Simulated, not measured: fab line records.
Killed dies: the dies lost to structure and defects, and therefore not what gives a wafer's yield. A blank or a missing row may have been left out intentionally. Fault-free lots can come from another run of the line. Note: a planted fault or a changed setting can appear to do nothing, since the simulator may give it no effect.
fab line records	flow n5Finfet
record lots=14	wafers=35	lastDay=17
route steps=1938 shown BEOL_M11@1589 MIM_TOP@1837 MIM_TOP_LITHO@1848 PASSIVATION@1926
lots with no fault: from the same line, run without faults
startH: hours from the record's opening day to when the first of the lot's shown wafers began	waitH: hours from the lot's prior step to this one	" same as the row above	L1.1+2: a row that stands for several wafers	- value missing, or start not given	* or withheld: withheld	< > ~ a bound
route shown NAME@n: NAME is a module with steps in the file, n the number in the route of the first one	usual: the fault-free wafers' mean and standard deviation	same: alike in all rows	chamber/n: place in a boat	sites: readings site by site	_std_site: standard deviation of those values	_edge_site: mean of outer sites minus mean of inner sites	radiusMm: how far each site lies from the wafer's centre	mask NAME#n: copy n	behind: the last tool/chamber to shape the wafer	hold: why the lot went on hold/how many hours it stayed there/how the hold came to an end	device: whichever transistor did not switch (one of n, p or np)	end of line: tests of these same wafers at the route's end	for a step that has no rows: nothing shown but its recipe	killed: the dies lost at the first sort to structure and to defects; this is not the yield of the wafer	map: a wafer's dies, marking killed ones x, the rest . and places with no die _
set.NAME: setting as actually run; set.NAME@STEP: the setting as run at that earlier step	model.NAME: the simulator's own value behind a step, which no gauge read
steps of the route over a sample of lots; a table a step, a row a wafer
services: from which hour (startH, from the record's first day; less than 0 if before it) a tool's chamber was out of use, for how many hours, and why
## steps
# step N5_BEOL_M11_PRE_CLEAN_45
# recipe gas=H2/He	timeS=30	tempC=250
# usual heaterPowerW=325/32
# same timeS=30
lot.wafer	tool	chamber	startH	waitH	heaterPowerW
L886.3	pvdSputter-03	-	239.06	0.0	340
L886.4	"	-	"	"	356
L884.1	pvdSputter-03	-	250.93	0.0	356
L884.3	"	-	"	"	353
L884.5	"	-	"	"	260
L889.1	pvdSputter-03	-	258.36	0.0	354
L889.5	"	-	"	"	332
L890.2	pvdSputter-01	-	260.72	0.0	342
L890.3	"	-	"	"	347
L890.6	"	-	"	"	336
L892.2	pvdSputter-03	-	273.44	0.0	267
L892.4	"	-	"	"	340
L893.1	pvdSputter-02	-	286.25	0.0	356
L893.3	"	-	"	"	342
L893.4	"	-	"	"	296
L894.1	pvdSputter-03	-	293.80	0.0	339
L894.2	"	-	"	"	264
L894.4	"	-	"	"	361
L895.3	pvdSputter-02	-	302.24	0.0	369
L895.6	"	-	"	"	329
L896.4	pvdSputter-01	-	302.24	0.0	360
L896.5	"	-	"	"	329
L897.1	pvdSputter-01	-	313.55	0.0	350
L897.6	"	-	"	"	278
L904.2	pvdSputter-01	-	338.54	0.0	338
L904.3	"	-	"	"	354
L904.5	"	-	"	"	336
L903.2	pvdSputter-01	-	347.75	0.0	348
L903.3	"	-	"	"	267
L903.6	"	-	"	"	262
L907.4	pvdSputter-02	-	365.47	0.0	302
L907.6	"	-	"	"	310
L906.1	pvdSputter-03	-	366.41	0.0	325
L906.4	"	-	"	"	332
L906.6	"	-	"	"	264
# step N5_MIM_TOP_DEGAS_04
# recipe ambient=vacuum	tempC=300	timeS=60
# usual heaterPowerW=454/44
# same timeS=60
lot.wafer	tool	chamber	startH	waitH	heaterPowerW
L886.3	pvdSputter-03	-	270.70	-	368
L886.4	"	-	"	"	464
L884.1	pvdSputter-01	-	278.33	-	491
L884.3	"	-	"	"	471
L884.5	"	-	"	"	449
L889.1	pvdSputter-03	-	283.79	-	378
L889.5	"	-	"	"	473
L890.2	pvdSputter-03	-	292.96	-	505
L890.3	"	-	"	"	478
L890.6	"	-	"	"	366
L892.2	pvdSputter-01	-	302.32	-	462
L892.4	"	-	"	"	385
L893.1	pvdSputter-03	-	318.70	-	468
L893.3	"	-	"	"	479
L893.4	"	-	"	"	514
L894.1	pvdSputter-01	-	319.17	-	473
L894.2	"	-	"	"	505
L894.4	"	-	"	"	375
L896.4	pvdSputter-02	-	330.75	-	479
L896.5	"	-	"	"	515
L895.3	pvdSputter-03	-	332.09	-	475
L895.6	"	-	"	"	476
L897.1	pvdSputter-02	-	338.95	-	424
L897.6	"	-	"	"	485
L904.2	pvdSputter-01	-	367.36	-	472
L904.3	"	-	"	"	503
L904.5	"	-	"	"	484
L903.2	pvdSputter-01	-	378.21	-	505
L903.3	"	-	"	"	484
L903.6	"	-	"	"	385
L906.1	pvdSputter-01	-	395.31	-	491
L906.4	"	-	"	"	465
L906.6	"	-	"	"	381
L907.4	pvdSputter-01	-	397.27	-	468
L907.6	"	-	"	"	373
# step N5_MIM_TOP_LITHO_OVL_MEAS_11
# recipe pointsPerWafer=44
# usual MIM_TOP_OVL=2/6.2
lot.wafer	tool	chamber	startH	waitH	MIM_TOP_OVL[nm]
L886.3	overlay-02	0	271.28	0.0	5
L886.4	"	0	"	"	1
L884.1	overlay-01	0	278.91	0.0	-4
L884.3	"	0	"	"	3
L884.5	"	0	"	"	2
L889.1	overlay-01	0	284.37	0.0	8
L889.5	"	0	"	"	10
L890.2	overlay-02	0	293.42	0.0	-6
L890.3	"	0	"	"	3
L890.6	"	0	"	"	3
L892.2	overlay-01	0	302.90	0.0	-5
L892.4	"	0	"	"	-12
L893.1	overlay-02	0	319.16	0.0	-10
L893.3	"	0	"	"	-11
L893.4	"	0	"	"	-8
L894.1	overlay-01	0	319.63	0.0	-2
L894.2	"	0	"	"	1
L894.4	"	0	"	"	-7
L896.4	overlay-02	0	331.19	0.0	0
L896.5	"	0	"	"	1
L895.3	overlay-01	0	332.67	0.0	0
L895.6	"	0	"	"	2
L897.1	overlay-01	0	339.53	0.0	6
L897.6	"	0	"	"	2
L904.2	overlay-02	0	367.82	0.0	-9
L904.3	"	0	"	"	-2
L904.5	"	0	"	"	-3
L903.2	overlay-01	0	378.79	0.0	4
L903.3	"	0	"	"	4
L903.6	"	0	"	"	7
L906.1	overlay-02	0	395.77	0.0	5
L906.4	"	0	"	"	-2
L906.6	"	0	"	"	-5
L907.4	overlay-02	0	397.86	0.0	-2
L907.6	"	0	"	"	-5
# step N5_PASSIVATION_OVL_MEAS_66
# recipe pointsPerWafer=44
# usual PASS_OPEN_OVL=2/5.1
lot.wafer	tool	chamber	startH	waitH	PASS_OPEN_OVL[nm]
L886.3	overlay-01	0	280.45	0.0	-4
L886.4	"	0	"	"	0
L884.1	overlay-01	0	286.27	0.0	-4
L884.3	"	0	"	"	2
L884.5	"	0	"	"	-11
L889.1	overlay-01	0	291.12	0.0	1
L889.5	"	0	"	"	-1
L890.2	overlay-01	0	299.86	0.0	2
L890.3	"	0	"	"	0
L890.6	"	0	"	"	2
L892.2	overlay-02	0	311.44	0.0	0
L892.4	"	0	"	"	-4
L894.1	overlay-01	0	327.78	0.0	1
L894.2	"	0	"	"	-7
L894.4	"	0	"	"	-8
L893.1	overlay-02	0	327.96	0.0	11
L893.3	"	0	"	"	9
L893.4	"	0	"	"	1
L896.4	overlay-01	0	338.56	0.0	3
L896.5	"	0	"	"	4
L895.3	overlay-01	0	339.25	0.0	4
L895.6	"	0	"	"	3
L897.1	overlay-02	0	351.22	0.0	3
L897.6	"	0	"	"	5
L904.2	overlay-01	0	374.98	0.0	-2
L904.3	"	0	"	"	1
L904.5	"	0	"	"	-5
L903.2	overlay-01	0	386.78	0.0	9
L903.3	"	0	"	"	12
L903.6	"	0	"	"	8
L906.1	overlay-01	0	403.80	0.0	0
L906.4	"	0	"	"	-8
L906.6	"	0	"	"	1
L907.4	overlay-02	0	405.66	0.0	-8
L907.6	"	0	"	"	-6
# step N5_PASSIVATION_PROBE_49
# usual defectLimitedYield=91.3/1.4	killed_at_M0_to_M3=32/9.5	killed_at_M4_up=14/5.2	killedAtContacts=13/5.7	killedAtFrontEnd=41/12	killedAtOther=3.5/2.6	killedDies=103/17	killedOnRim=14/4	killedOpen=68/14	killedShort=32/7	sort_bin_4_leakage=0.01/0.051	sort_bin_5_function=5.0/0.91	sort_bin_6_memory=3.3/0.7	sort_bin_8_speed=0.03/0.22	sortNPass=1076/17	sortYieldPct=91.2/1.4
# same grossDies=1180	killedAtBackSide=0
lot.wafer	tool	chamber	startH	waitH	defectLimitedYield[%]	killed_at_M0_to_M3	killed_at_M4_up	killedAtContacts	killedAtFrontEnd	killedAtOther	killedDies	killedOnRim	killedOpen	killedShort	sort_bin_4_leakage[%]	sort_bin_5_function[%]	sort_bin_6_memory[%]	sort_bin_8_speed[%]	sortNPass	sortYieldPct[%]
L904.2	prober-01	-	378.13	0.1	84.4	23	103	4	52	2	184	32	65	26	0	9.8	3.3	0	996	84.4
L904.3	prober-01	-	378.18	0.1	82.9	44	97	9	51	1	202	35	84	36	0	9.2	5.3	0	978	82.9
L904.5	prober-01	-	378.28	0.2	85.3	26	101	11	36	0	174	33	60	24	0	9.6	3.3	0	1006	85.3
L903.2	prober-01	-	389.95	0.1	84.9	28	93	13	37	7	178	32	69	33	0	8.7	3.8	0	1002	84.9
L903.3	prober-01	-	390.00	0.1	78.9	26	161	16	44	2	249	22	65	34	0	13.0	4.3	0	931	78.9
L903.6	prober-01	-	390.15	0.3	79.2	35	156	8	42	4	245	24	67	36	0	12.8	4.9	0	935	79.2
# killed by level:class
L904.2 BEOL_M11:unspecified=92 STI_FIN_REVEAL:geometricParticle:open=19 FIN_SAQP:geometricParticle:short=9 BEOL_M3:geometricParticle:open=9 BEOL_M4:geometricParticle:open=8 FIN_SAQP:geometricParticle:open=7 BEOL_M1:geometricParticle:open=4 STI_FIN_REVEAL:geometricParticle:short=3
L904.3 BEOL_M11:unspecified=81 BEOL_M3:geometricParticle:open=24 STI_FIN_REVEAL:geometricParticle:open=16 FIN_SAQP:geometricParticle:short=10 BEOL_M4:geometricParticle:open=8 MOL_CONTACT_COAG:geometricParticle:open=7 BEOL_M1:geometricParticle:open=7 FIN_SAQP:geometricParticle:open=6
L904.5 BEOL_M11:unspecified=90 STI_FIN_REVEAL:geometricParticle:open=12 MOL_CONTACT_COAG:geometricParticle:open=9 BEOL_M1:geometricParticle:open=8 BEOL_M3:geometricParticle:open=8 FIN_SAQP:geometricParticle:open=6 FIN_SAQP:geometricParticle:short=4 GATE_CUT:geometricParticle:short=4
L903.2 BEOL_M11:unspecified=72 FIN_SAQP:geometricParticle:open=16 BEOL_M4:geometricParticle:open=11 BEOL_M2:geometricParticle:open=10 MOL_CONTACT_COAG:geometricParticle:open=8 BEOL_M0_SAQP:geometricParticle:open=8 FIN_SAQP:geometricParticle:short=7 GATE_CUT:geometricParticle:short=6
L903.3 BEOL_M11:unspecified=140 MOL_CONTACT_COAG:geometricParticle:open=13 FIN_SAQP:geometricParticle:open=11 BEOL_M4:geometricParticle:open=10 BEOL_M0_SAQP:geometricParticle:short=8 FIN_SAQP:geometricParticle:short=7 STI_FIN_REVEAL:geometricParticle:open=7 HKMG_FIN:areaEtch=7
L903.6 BEOL_M11:unspecified=139 FIN_SAQP:geometricParticle:open=8 MOL_CONTACT_COAG:geometricParticle:open=8 FIN_SAQP:geometricParticle:short=7 STI_FIN_REVEAL:geometricParticle:open=7 BEOL_M2:geometricParticle:open=7 BEOL_M3:geometricParticle:open=7 BEOL_M4:geometricParticle:open=7
## services
tool	chamber	startH	hours	kind
pvdSputter-02	-	303.66	4.3	repair
pvdSputter-03	-	332.51	3.0	repair
pvdSputter-02	-	342.91	6.3	repair
pvdSputter-03	-	385.71	1.1	repair
## key
firstSign step=N5_PASSIVATION_PROBE_49	reading=killed_at_M4_up	direction=up	sigmas=20	usual=14	struck=118
effect step=N5_PASSIVATION_PROBE_49	reading=defectLimitedYield	direction=down	sigmas=6.1	usual=91.3	struck=82.6
moreKillsBornAt N5_BEOL_M11_PRE_CLEAN_45@pvdSputter-01=614
metAt N5_BEOL_M11_PRE_CLEAN_45
struckLots L903,L904
notActingAt N5_MIM_TOP_DEGAS_04,N5_MIM_TOP_LITHO_OVL_MEAS_11,N5_PASSIVATION_OVL_MEAS_66
onsetBetween 313.55 338.54
fault kind=chamberParticleSource	tool=pvdSputter-01	chamber=-	onsetH=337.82	steps=N5_BEOL_M11_PRE_CLEAN_45	ratePerVisitCm2=1.3503	endH=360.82
